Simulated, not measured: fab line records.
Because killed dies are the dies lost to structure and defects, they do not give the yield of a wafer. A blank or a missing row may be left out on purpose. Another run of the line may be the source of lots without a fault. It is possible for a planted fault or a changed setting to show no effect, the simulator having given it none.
Chamber matching	flow n5 finfet	N5_BEOL_M5_DESCUM_16 on rie diel-05 has 4 sister chambers
The step chemistry O2, time 7 s. 14 wafers are shown with their chamber, then 7 later ones without.

== WAFERS WITH THEIR CHAMBER ==
wafer	chamber	drypump motor current A (A)	showerhead plenum p Torr (Torr)	throttle valve pct (%)
L075.2	1	6.7	1.99	20.47
L075.4	0	6.7	1.98	20.73
L075.5	1	6.7	1.99	20.46
L078.1	2	5.3	2.15	20.42
L078.3	1	6.7	1.98	20.47
L078.5	3	5.0	2.23	20.42
L079.1	3	4.9	2.23	20.43
L079.2	0	6.7	1.97	20.76
L079.6	2	5.3	2.15	20.42
L082.2	1	6.7	1.98	20.47
L082.3	3	4.9	2.23	20.45
L082.4	0	6.7	1.97	20.76
L085.2	0	6.7	1.96	20.80
L085.4	3	5.0	2.22	20.49

SIGNATURES, as means of the wafers listed above
reading	chamber 0	chamber 1	chamber 2	chamber 3	scatter within a chamber
drypump motor current A	6.700	6.700	5.300	4.950	0.0316
showerhead plenum p Torr	1.9700	1.9850	2.1500	2.2275	0.00612
throttle valve pct	20.7625	20.4675	20.4200	20.4475	0.0233
Rule: a wafer's distance from a chamber is the root of the sum, over the readings, of the square of ((its reading less the chamber's mean) divided by the reading's scatter). The wafer belongs to the nearest chamber; if the next one is less than 2 further off, it can't be placed. The scatter: take each reading less its chamber's mean, square it, sum over the shown wafers, divide by the number of wafers less the number of chambers, and take the root.

== WAFERS WHOSE CHAMBER IS MISSING ==
wafer	drypump motor current A (A)	showerhead plenum p Torr (Torr)	throttle valve pct (%)
L085.6	6.7	1.97	20.52
L092.2	4.9	2.22	20.50
L092.4	6.7	1.96	20.78
L092.6	6.7	1.96	20.80
L097.1	4.9	2.22	20.49
L097.3	6.7	1.96	20.81
L097.6	6.7	1.97	20.53

== EACH ONE'S CHAMBER ==
wafer	from the rows above	in truth
L085.6	1	1
L092.2	3	3
L092.4	0	0
L092.6	0	0
L097.1	3	3
L097.3	0	0
L097.6	1	1
Correct placement for 7 of the 7. Left unplaced by these rows: 0. 0 placed wrongly.
